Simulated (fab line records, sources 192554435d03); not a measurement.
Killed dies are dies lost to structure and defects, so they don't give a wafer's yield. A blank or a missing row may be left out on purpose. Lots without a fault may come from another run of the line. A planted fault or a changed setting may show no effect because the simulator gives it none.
Which tool did it? | flow n5_finfet | 13 lots, 35 wafers sampled, at 4 steps of a route of 1938

WHAT THE GAUGES READ, wafer by wafer
N5_BEOL_M11_THK_MEAS_01.
lot  | measured     | on            | M11_ILD_THK (nm)
L446 | day 10 10:54 | film_metro-02 | 266 270 272
L447 | day 10 20:06 | film_metro-01 | 265 262 267
L450 | day 11 18:59 | film_metro-01 | 264 269 274
L453 | day 12 12:38 | film_metro-02 | 264 259
L451 | day 12 20:08 | film_metro-01 | 269 272
L454 | day 12 22:54 | film_metro-02 | 262 264 268
L457 | day 13 07:17 | film_metro-02 | 265 270 269
L459 | day 13 14:37 | film_metro-01 | 265 267 269
L458 | day 13 15:34 | film_metro-02 | 263 265
L464 | day 15 01:14 | film_metro-02 | 266 270 264
L465 | day 15 08:47 | film_metro-02 | 266 268 269
L466 | day 15 14:45 | film_metro-01 | 264 265 266
L468 | day 16 22:16 | film_metro-01 | 271 274

WHICH TOOL RAN EACH LOT (tool, then ch and the chambers of the sampled wafers, then the start)
lot  | N5_BEOL_M10_CURE_72           | N5_BEOL_M10_SURFACE_TREAT_76 | N5_BEOL_M10_CMP_52
L446 | uv_cure-03 ch 1, day 10 06:23 | pvd_sputter-02, day 10 07:14 | cmp-02 ch 1,3, day 10 09:49
L447 | uv_cure-03 ch 2, day 10 16:24 | pvd_sputter-03, day 10 17:34 | cmp-04 ch 0,2,3, day 10 18:32
L450 | uv_cure-02 ch 1, day 11 15:37 | pvd_sputter-03, day 11 16:53 | cmp-04 ch 1,3, day 11 17:47
L453 | uv_cure-02 ch 1, day 12 09:05 | pvd_sputter-01, day 12 09:51 | cmp-03 ch 1,3, day 12 11:34
L451 | uv_cure-02 ch 1, day 12 15:52 | pvd_sputter-03, day 12 18:17 | cmp-04 ch 1,2, day 12 19:11
L454 | uv_cure-03 ch 2, day 12 18:24 | pvd_sputter-01, day 12 19:55 | cmp-04 ch 0,2,3, day 12 21:23
L457 | uv_cure-02 ch 2, day 13 03:59 | pvd_sputter-03, day 13 05:03 | cmp-03 ch 0,1,2, day 13 06:15
L459 | uv_cure-02 ch 0, day 13 11:44 | pvd_sputter-03, day 13 12:44 | cmp-04 ch 0,2, day 13 13:32
L458 | uv_cure-02 ch 1, day 13 12:18 | pvd_sputter-01, day 13 13:38 | cmp-04 ch 0,2, day 13 14:25
L464 | uv_cure-01 ch 0, day 14 21:53 | pvd_sputter-03, day 14 23:09 | cmp-04 ch 0,3, day 14 23:54
L465 | uv_cure-01 ch 0, day 15 05:16 | pvd_sputter-02, day 15 06:28 | cmp-04 ch 2,3, day 15 07:16
L466 | uv_cure-03 ch 2, day 15 11:51 | pvd_sputter-02, day 15 12:55 | cmp-02 ch 1,2,3, day 15 13:42
L468 | uv_cure-02 ch 0, day 16 17:15 | pvd_sputter-01, day 16 20:22 | cmp-03 ch 0,3, day 16 21:11
- N5_BEOL_M10_CURE_72: cures SiCOH lowk, time 120 s.
- N5_BEOL_M10_SURFACE_TREAT_76
- N5_BEOL_M10_CMP_52: polishes, stops on SiCOH lowk, t overpolish 7 s, target thk 140 nm.

WHAT THE TOOLS THEMSELVES READ (means of the sampled wafers that have a number; where no wafer has one, the mark that the record gives instead)
N5_BEOL_M10_CURE_72.
lot  | tool       | lamp_power_pct (%) | wafer_temp_C_max
L446 | uv_cure-03 | 52.34              | 371.5
L447 | uv_cure-03 | 52.29              | 373.0
L450 | uv_cure-02 | 52.31              | 371.1
L453 | uv_cure-02 | 52.30              | 371.9
L451 | uv_cure-02 | 52.31              | 371.5
L454 | uv_cure-03 | 52.32              | 372.7
L457 | uv_cure-02 | 52.34              | 371.1
L459 | uv_cure-02 | 52.31              | 372.5
L458 | uv_cure-02 | 52.30              | 371.3
L464 | uv_cure-01 | 52.33              | 371.9
L465 | uv_cure-01 | 52.29              | 371.5
L466 | uv_cure-03 | 52.31              | 372.8
L468 | uv_cure-02 | 52.32              | 372.4

N5_BEOL_M10_CMP_52.
lot  | tool   | barrier_field_endpoint_s (s) | motor_current_A (A) | overpolish_run_s (s) | platen_rpm (rpm) | time_to_endpoint_s (s)
L446 | cmp-02 | 29.0                         | 5.6                 | 7.004                | 49.98            | 64
L447 | cmp-04 | 28.1                         | 5.9                 | 6.995                | 50.01            | 61
L450 | cmp-04 | 28.9                         | 5.9                 | 7.004                | 49.97            | 64
L453 | cmp-03 | 30.1                         | 6.1                 | 6.992                | 50.02            | 67
L451 | cmp-04 | 28.8                         | 5.5                 | 7.006                | 50.00            | 64
L454 | cmp-04 | 29.1                         | 5.7                 | 6.989                | 49.98            | 67
L457 | cmp-03 | 28.1                         | 6.1                 | 7.011                | 49.99            | 62
L459 | cmp-04 | 28.5                         | 5.7                 | 7.001                | 50.01            | 63
L458 | cmp-04 | 28.1                         | 5.8                 | 7.008                | 50.03            | 64
L464 | cmp-04 | 26.4                         | 6.0                 | 6.998                | 52.04            | 63
L465 | cmp-04 | 27.7                         | 5.5                 | 6.998                | 51.99            | 66
L466 | cmp-02 | 29.1                         | 5.8                 | 7.008                | 49.99            | 67
L468 | cmp-03 | 30.3                         | 5.1                 | 7.003                | 50.02            | 73

THE ANSWER, worked out from the rows above alone
Rule: what is usual is taken from the lots themselves. Put in order of their means at a reading, lots are off if they are a third of the lots or fewer, leave a main group of 4 or more, and stand apart from it by a gap of 3 or more times the standard deviation of the main group's means; of several such gaps the widest counts. A main group whose means are all the same, to the digits that the tables above print for the reading, isn't used. A lot without any number at a reading at which 4 lots or more have one is off too. The other lots that the step has rows for count as sound. The gauges are gone through in route order, then the tools' own readings, and for those a lot's mean is taken as printed above. The first step at which some lot is off is used, and at that step the reading that is off furthest; a lot without a number counts as furthest.
Off: L464, L465, at N5_BEOL_M10_CMP_52 (platen_rpm). The main group: mean 50.00 rpm, standard deviation 0.019.
A tool fits if, at that step or a process step before it, it ran every lot that is off, and no sound lot after the first of them. Can't be told from this: 2 tools fit, uv_cure-01 at N5_BEOL_M10_CURE_72, cmp-04 at N5_BEOL_M10_CMP_52.

WHAT THE SIMULATOR HAD PUT IN
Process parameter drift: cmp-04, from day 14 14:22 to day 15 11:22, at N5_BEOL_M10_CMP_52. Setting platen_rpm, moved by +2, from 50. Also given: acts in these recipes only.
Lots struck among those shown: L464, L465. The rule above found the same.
